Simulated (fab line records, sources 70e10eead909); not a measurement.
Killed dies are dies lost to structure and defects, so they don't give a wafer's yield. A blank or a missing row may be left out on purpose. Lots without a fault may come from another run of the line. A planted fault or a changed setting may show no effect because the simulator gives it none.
Chamber matching | flow nand_harc | NHARC_A_STAIRCASE_ETCH_444 on rie_diel-05: 4 sister chambers
The step etches the open film in C4F8/O2, target depth 10200 nm, time 3400 s. 4 wafers are shown with their chamber, then 12 later ones without.

WAFERS WITH THEIR CHAMBER
wafer  | chamber | oes_product_au (a.u.)
L089.1 | 1       | 0.933
L089.3 | 3       | 0.933
L089.4 | 0       | 0.941
L089.6 | 2       | 0.902

WAFERS WITHOUT THEIR CHAMBER
wafer  | oes_product_au (a.u.)
L092.2 | 0.901
L092.5 | 0.922
L092.6 | 0.899
L092.1 | 0.941
L092.3 | 0.942
L092.4 | 0.930
L097.1 | 0.926
L097.3 | 0.915
L097.5 | 0.918
L097.2 | 0.940
L097.4 | 0.932
L097.6 | 0.928

WHICH CHAMBER EACH WENT THROUGH
wafer  | from the rows above               | in truth
L092.2 | 2                                 | 2
L092.5 | can't be placed: 1 or 3 or 0 or 2 | 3
L092.6 | 2                                 | 2
L092.1 | can't be placed: 0 or 1 or 3      | 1
L092.3 | can't be placed: 0 or 1 or 3      | 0
L092.4 | can't be placed: 1 or 3 or 0      | 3
L097.1 | can't be placed: 1 or 3 or 0      | 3
L097.3 | can't be placed: 2 or 1 or 3 or 0 | 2
L097.5 | can't be placed: 1 or 3 or 2 or 0 | 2
L097.2 | can't be placed: 0 or 1 or 3      | 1
L097.4 | can't be placed: 1 or 3 or 0      | 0
L097.6 | can't be placed: 1 or 3 or 0      | 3
Placed correctly: 2 of 12. Can't be placed from these rows: 10 (the true chamber is among the candidates in 10). Placed wrongly: 0.
How it was worked out, from the rows above alone: a wafer's distance from a chamber is the root of the sum, over the readings, of the square of ((its reading less the chamber's mean) divided by the reading's scatter). The wafer belongs to the nearest chamber; if the next one is less than 2 further off, it can't be placed. A chamber's mean is the mean of its shown wafers. The scatter: with one shown wafer a chamber, the root of the mean of the squares of how far each hidden wafer lies from its nearest shown one.
